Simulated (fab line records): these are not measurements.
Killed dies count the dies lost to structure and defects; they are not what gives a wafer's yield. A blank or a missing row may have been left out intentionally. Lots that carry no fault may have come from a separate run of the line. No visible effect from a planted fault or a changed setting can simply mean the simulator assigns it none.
fab line records | flow n5_finfet
record: lots: 3 | wafers: 9 | last_day: 16
route steps=1938 shown BEOL_M5@1118 PASSIVATION@1936
lots that met no fault: from a run of the same line without faults
start_h: start of the lot's first displayed wafer, in hours after the record's first day | wait_h: time in hours since the lot's previous step | " unchanged from the row above | L1.1+2: several wafers, shown together as one row | - no value present, or no start provided | * or withheld: withheld | < > ~ a bound
route shown NAME@n: names a module that has steps shown in the file, with the first one's number in the route | usual: average and standard deviation across the fault-free wafers | same: alike in all rows | chamber/n: place in a boat | sites: per-site readings | _std_site: their standard deviation | _edge_site: inner sites' mean taken away from outer sites' mean | radius_mm: for every site, how far away it sits from the centre of the wafer | mask NAME#n: copy n | behind: the last tool/chamber to shape the wafer | hold: reason for holding the lot/hours on hold/outcome of the hold | device: names the non-switching transistor (n, p or np) | end of line: tests of these same wafers at the route's end | where a step has no rows: the recipe by itself | killed: at the first sort, the dies lost to defects and structure; wafer yield is something else | map: shows each die of a wafer: x if killed, . if not, _ if none is there
set.NAME: setting as actually run; set.NAME@STEP: the setting as run at that earlier step | model.NAME: the simulator's own value behind a step, which no gauge read
lots at some steps of the route; a table a step, a row a wafer
services: the hour from which a tool's chamber was out of use, counted from the record's first day as start_h (under 0 if before that day), plus the number of hours and why
== steps ==
step: N5_BEOL_M5_COAT_60
recipe: resist: SiARC | temp_c: 220 | time_s: 60 | spin_rpm: 1500 | resist_thk_nm: 12
step: N5_BEOL_M5_COAT_71
recipe: resist: underlayer | temp_c: 205 | time_s: 60 | spin_rpm: 1500 | resist_thk_nm: 5
step: N5_BEOL_M5_COAT_05
recipe: resist: CAR-EUV | spin_rpm: 1500 | resist_thk_nm: 30
step: N5_BEOL_M5_EBR_07
recipe: solvent: PGMEA | ebr_width_mm: 1.5
step: N5_BEOL_M5_SOFTBAKE_06
recipe: temp_c: 110 | time_s: 60 | resist: CAR-EUV
step: N5_BEOL_M5_EXPOSE_08
recipe: mask_id: M5 | na: 0.33 | source_shape: annular | sigma_inner: 0.4 | sigma_outer: 0.8 | polarization: unpolarized | target_cd_nm: 28 | dose_mj: 35.75
step: N5_BEOL_M5_PEB_09
recipe: peb_temp_c: 100 | peb_time_s: 60 | resist: CAR-EUV
step: N5_BEOL_M5_DEVELOP_10
recipe: develop_time_s: 30 | developer: TMAH | resist: CAR-EUV | rinse_liquid: surfactant_rinse | dry: air_spin | dev_temp_c: 23
step: N5_BEOL_M5_DESCUM_16
recipe: chemistry: O2 | time_s: 7 | source_power_w: 50 | bias_power_w: 20 | pressure_mtorr: 20 | rf_frequency_hz: 2.712e+07 | temp_c: 40 | resist: CAR-EUV | o2_flow_sccm: 225
step: N5_BEOL_M5_ETCH_72
recipe: chemistry: N2/H2 | target: underlayer | target_depth_a: 65 | mask_material: CAR-EUV | time_s: 5.2 | ion_energy_ev: 200 | pressure_mtorr: 30 | source_w: 840 | bias_w: 150 | n2_flow_sccm: 200 | h2_flow_sccm: 200 | ends: cleared
usual: drypump_motor_current_A: 5.54/0.25 | etch_rf_on_time_s: 5.18/0.12 | n2_flow_sccm: 200.0/0.55 | oes_product_au: 0.67/0.077 | rf_vpp_V: 524.0/2.6 | showerhead_plenum_p_Torr: 2.55/0.08 | throttle_valve_pct: 17.79/0.26
lot.wafer | tool        | chamber | start_h | wait_h | drypump_motor_current_A | etch_rf_on_time_s | n2_flow_sccm | oes_product_au | rf_hours_counter_h | rf_vpp_V | showerhead_plenum_p_Torr | throttle_valve_pct
L831.1    | rie_diel-02 | 1       | 217.70  | 0.0    | 5.64                    | 5.03              | 201.3        | 0.72           | 75                 | 519.9    | 2.47                     | 17.84
L831.3    | "           | 3       | "       | "      | 5.36                    | 5.34              | 199.2        | 0.63           | 167                | 520.4    | 2.43                     | 17.86
L831.5    | "           | 3       | "       | "      | 5.34                    | 5.32              | 199.1        | 0.64           | -                  | 520.8    | 2.43                     | 17.89
L838.1    | rie_diel-02 | 0       | 282.83  | 0.0    | 5.10                    | 5.07              | 200.7        | 0.79           | 11                 | 525.4    | 2.60                     | 17.65
L838.2    | "           | 3       | "       | "      | 5.34                    | 5.32              | 200.5        | 0.62           | 187                | 519.9    | 2.42                     | 17.92
L838.4    | "           | 2       | "       | "      | 5.87                    | 5.22              | 199.1        | 0.69           | 108                | 525.4    | 2.56                     | 17.37
L840.1    | rie_diel-06 | 0       | 284.38  | 0.0    | 5.81                    | 5.09              | 200.1        | 0.85           | 0                  | 524.8    | 2.51                     | 17.72
L840.3    | "           | 2       | "       | "      | 5.49                    | 5.17              | 201.1        | 0.60           | 211                | 524.7    | 2.64                     | 17.91
L840.5    | "           | 3       | "       | "      | 5.89                    | 5.16              | 199.7        | 0.70           | -                  | 527.6    | 2.67                     | 17.43
step: N5_BEOL_M5_ETCH_61
recipe: chemistry: CF4 | target: SiARC | target_depth_a: 156 | mask_material: CAR-EUV | time_s: 26 | ion_energy_ev: 80 | pressure_mtorr: 40 | source_w: 545 | bias_w: 36 | Ar_flow_sccm: 100 | cf4_flow_sccm: 100 | ends: cleared
step: N5_BEOL_M5_ETCH_62
recipe: chemistry: N2/H2 | target: SOC | target_depth_a: 750 | overetch_a: 150 | mask_material: SiARC | temp_c: 40 | time_s: 112.5 | ion_energy_ev: 200 | pressure_mtorr: 30 | source_w: 840 | bias_w: 150 | n2_flow_sccm: 200 | h2_flow_sccm: 200
step: N5_BEOL_M5_STRIP_63
recipe: chemistry: N2/H2 | temp_c: 40 | n2_flow_sccm: 200 | h2_flow_sccm: 200 | rf_frequency_hz: 6e+07
step: N5_BEOL_M5_STRIP_73
recipe: chemistry: N2/H2 | temp_c: 40 | n2_flow_sccm: 200 | h2_flow_sccm: 200 | rf_frequency_hz: 6e+07
step: N5_BEOL_M5_STRIP_64
recipe: chemistry: CF4 | resist: SiARC | power_w: 300 | bias_power_w: 75 | pressure_mtorr: 50 | cf4_flow_sccm: 150 | rf_frequency_hz: 6e+07
step: N5_BEOL_M5_HM_OPEN_17
recipe: chemistry: Cl2/BCl3 | target_depth_a: 200 | overetch_a: 60 | target: TiN | mask_material: SOC | ion_energy_ev: 150 | pressure_mtorr: 10 | icp_w: 1000 | bias_w: 126 | Cl2_flow_sccm: 53.25 | bcl3_flow_sccm: 21.75 | Ar_flow_sccm: 25
step: N5_BEOL_M5_STRIP_19
recipe: chemistry: O2 | power_w: 400 | temp_c: 40 | pressure_mtorr: 30 | rf_frequency_hz: 6e+07 | bias_power_w: 0 | overash_fraction: 0.2 | o2_flow_sccm: 225
step: N5_BEOL_M5_COAT_65
recipe: resist: SOC | temp_c: 250 | time_s: 60 | spin_rpm: 1500 | resist_thk_nm: 60
step: N5_BEOL_M5_COAT_66
recipe: resist: SiARC | temp_c: 220 | time_s: 60 | spin_rpm: 1500 | resist_thk_nm: 12
step: N5_BEOL_M5_COAT_74
recipe: resist: underlayer | temp_c: 205 | time_s: 60 | spin_rpm: 1500 | resist_thk_nm: 5
step: N5_BEOL_M5_COAT_22
recipe: resist: CAR-EUV | spin_rpm: 1500 | resist_thk_nm: 30
step: N5_BEOL_M5_EBR_24
recipe: solvent: PGMEA | ebr_width_mm: 1.5
step: N5_BEOL_M5_SOFTBAKE_23
recipe: temp_c: 110 | time_s: 60 | resist: CAR-EUV
step: N5_BEOL_M5_EXPOSE_25
recipe: mask_id: V4 | na: 0.33 | source_shape: quasar | sigma_inner: 0.2 | sigma_outer: 0.6 | polarization: unpolarized | defocus_nm: 10 | dose_mj: 52.75
step: N5_BEOL_M5_PEB_26
recipe: peb_temp_c: 100 | peb_time_s: 60 | resist: CAR-EUV
step: N5_BEOL_M5_DEVELOP_27
recipe: develop_time_s: 30 | developer: TMAH | resist: CAR-EUV | rinse_liquid: surfactant_rinse | dry: air_spin | dev_temp_c: 23
step: N5_BEOL_M5_INSPECT_30
recipe: mode: adi | inspect_instrument: brightfield
usual: raw_defect_count: 447/110
lot.wafer | tool              | chamber | start_h | wait_h | raw_defect_count
L831.1    | defect_inspect-01 | -       | 219.96  | 0.1    | 362
L831.3    | "                 | -       | "       | "      | 383
L831.5    | "                 | -       | "       | "      | 389
L838.1    | defect_inspect-01 | -       | 285.23  | 0.1    | 763
L838.2    | "                 | -       | "       | "      | 696
L838.4    | "                 | -       | "       | "      | 804
L840.1    | defect_inspect-01 | -       | 285.45  | 0.1    | 529
L840.3    | "                 | -       | "       | "      | 446
L840.5    | "                 | -       | "       | "      | 439
step: N5_BEOL_M5_DESCUM_33
recipe: chemistry: O2 | time_s: 7 | source_power_w: 50 | bias_power_w: 20 | pressure_mtorr: 20 | rf_frequency_hz: 2.712e+07 | temp_c: 40 | resist: CAR-EUV | o2_flow_sccm: 225
step: N5_PASSIVATION_PROBE_49
usual: defect_limited_yield: 91.1/1.4 | killed_at_M0_to_M3: 34/11 | killed_at_M4_up: 14/5.7 | killed_at_contacts: 14/6.9 | killed_at_front_end: 40/11 | killed_at_other: 4/3.1 | killed_dies: 105/17 | killed_on_rim: 14/4.1 | killed_open: 70/13 | killed_short: 34/7.6 | sort_bin_5_function: 5.3/0.95 | sort_bin_6_memory: 3.3/0.64 | sort_n_pass: 1075/17 | sort_yield_pct: 91.1/1.4
same: gross_dies: 1180 | killed_at_back_side: 0 | sort_bin_4_leakage[%]: 0 | sort_bin_8_speed[%]: 0
lot.wafer | tool      | chamber | start_h | wait_h | defect_limited_yield[%] | killed_at_M0_to_M3 | killed_at_M4_up | killed_at_contacts | killed_at_front_end | killed_at_other | killed_dies | killed_on_rim | killed_open | killed_short | sort_bin_5_function[%] | sort_bin_6_memory[%] | sort_n_pass | sort_yield_pct[%]
L838.1    | prober-01 | -       | 374.76  | 0.0    | 86.4                    | 36                 | 71              | 17                 | 35                  | 1               | 160         | 30            | 75          | 29           | 8.8                    | 3.5                  | 1020        | 86.4
L838.2    | prober-01 | -       | 374.81  | 0.1    | 86.7                    | 41                 | 54              | 11                 | 51                  | 0               | 157         | 22            | 85          | 34           | 7.9                    | 4.2                  | 1023        | 86.7
L838.4    | prober-01 | -       | 374.91  | 0.2    | 85.3                    | 34                 | 95              | 11                 | 31                  | 3               | 174         | 25            | 61          | 35           | 9.7                    | 3.4                  | 1006        | 85.3
L840.5    | prober-02 | -       | 379.05  | 0.2    | 90.0                    | 22                 | 13              | 8                  | 70                  | 5               | 118         | 21            | 89          | 29           | 5.8                    | 4.0                  | 1062        | 90.0
killed by level:class
L838.1 BEOL_M5:unspecified=55 MOL_CONTACT_COAG:geometric_particle:open=15 BEOL_M3:geometric_particle:open=11 BEOL_M4:geometric_particle:open=10 BEOL_M0_SAQP:geometric_particle:open=7 ILD0:geometric_particle:short=6 STI_FIN_REVEAL:geometric_particle:open=5 FIN_SAQP:geometric_particle:short=4
L838.2 BEOL_M5:unspecified=38 ILD0:geometric_particle:open=9 MOL_CONTACT_COAG:geometric_particle:open=9 BEOL_M1:geometric_particle:open=9 BEOL_M3:geometric_particle:open=9 BEOL_M2:geometric_particle:open=8 FIN_SAQP:geometric_particle:short=6 ILD0:geometric_particle:short=6
L838.4 BEOL_M5:unspecified=77 BEOL_M4:geometric_particle:open=11 BEOL_M3:geometric_particle:open=10 MOL_CONTACT_COAG:geometric_particle:open=9 FIN_SAQP:geometric_particle:open=8 FIN_SAQP:geometric_particle:short=7 BEOL_M0_SAQP:geometric_particle:short=6 BEOL_M1:geometric_particle:short=5
L840.5 FIN_SAQP:geometric_particle:open=18 STI_FIN_REVEAL:geometric_particle:open=18 BEOL_M0_SAQP:geometric_particle:open=12 FIN_SAQP:geometric_particle:short=9 BEOL_M4:geometric_particle:open=9 DUMMY_GATE:geometric_particle:open=8 MOL_CONTACT_COAG:geometric_particle:open=7 ILD0:geometric_particle:open=4
map L838.4 (x killed, . not)
_________________xxxx........________________
______________xxxxxxxx....x....._____________
___________xxxxxxxxxxx.x........x..__________
__________.xxxxxxxxxxxxxx..........._________
________...x.xxxxxxxxx.xx.......x..x.._______
_______....xxxxxxxxxx.x.......xx.......______
______...xx..xxxxxxxx.x.x...........x..._____
_____..x.......xxx.x..............x......____
____.x............xxx.x.x.......x.........___
___.......x.x.....x...............xx.......__
___...........x....................xx......__
__................xx...........x............_
__...............................x..x......._
_.............x.x............................
_............x...........x..x...........x....
_...........x.x...x.....................x....
_....x.................................x.....
_......x.................x...........x...x...
_.....x...x................x.x.......x.......
_...x.........................x....x......x..
_xx..x....x...........x........x......x......
__....x..................x..........x......._
__.......x.x....x................x...x......_
___x....x.......x..........................__
___...........x.......................x.x..__
____......x............x...x..............___
_____........................x........x..____
______................................xx_____
_______...x.......................x....______
________....x.......x................._______
__________..x....xxx................_________
___________.x.......x............x.__________
______________...x.x.....x......_____________
_________________..x.........________________
map L831.3 (x killed, . not)
_________________.....x...x..________________
______________.xx....xxx......xx_____________
___________.............x..........__________
__________...................x......_________
________.x...........................x_______
_______......x.........................______
______.....................x.x.........._____
_____...............x............x.......____
____...xx.x..........................x....___
___.......x........x..............xx.......__
___............x....x.........xx...........__
__x..x.............xx.x.x...x.....x...x....._
__..........................x.....x..x...x.._
_.....x...........x.........x.......x........
_................................x........x..
_..............x.............................
_..........x....xx.x..................x......
_...x.....x..x...................x.x..x.....x
_......xx.......x...................x........
_.............................x..........xx..
_.....x.....x.........x...............x......
__..x..........x............................_
__x.......x....x....xx...................x.._
___.xx....x............x.............xxx...__
___..x.........................x.....xx....__
____..............x.....x............x..x.___
_____.......x..........x...........x.....____
______x..x..........x...x..............._____
_______................x..x.x..........______
________......x.....xx..............x._______
__________..........x........x.x.xx._________
___________.....x.....x...x........__________
______________.....x............_____________
_________________............________________
== services ==
tool        | chamber | start_h | hours | kind
rie_diel-02 | 0       | 233.89  | -     | clean
rie_diel-02 | 0       | 233.89  | -     | consumable_replace:focus_ring
rie_diel-02 | 0       | 233.89  | 14.9  | scheduled_down
rie_diel-02 | 0       | 233.89  | 14.9  | vent_cycle
rie_diel-02 | 1       | 243.32  | 8.0   | repair
rie_diel-06 | 0       | 260.74  | -     | clean
rie_diel-06 | 0       | 260.74  | -     | consumable_replace:focus_ring
rie_diel-06 | 0       | 260.74  | 22.9  | scheduled_down
rie_diel-06 | 0       | 260.74  | 22.9  | vent_cycle
== key ==
first_sign: step: N5_BEOL_M5_INSPECT_30 | reading: raw_defect_count | direction: up | sigmas: 2.7 | usual: 447 | struck: 754
effect: step: N5_PASSIVATION_PROBE_49 | reading: killed_at_M4_up | direction: up | sigmas: 11 | usual: 14 | struck: 73
more_kills_born_at: N5_BEOL_M5_ETCH_72@rie_diel-02: 170
met_at N5_BEOL_M5_ETCH_72
struck_wafers L838.1,L838.2,L838.4
onset_between 217.70 282.83
fault: kind: chamber_particle_source | tool: rie_diel-02 | chamber: - | onset_h: 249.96 | steps: N5_BEOL_M5_ETCH_72 | rate_per_visit_cm2: 0.40047 | end_h: 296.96
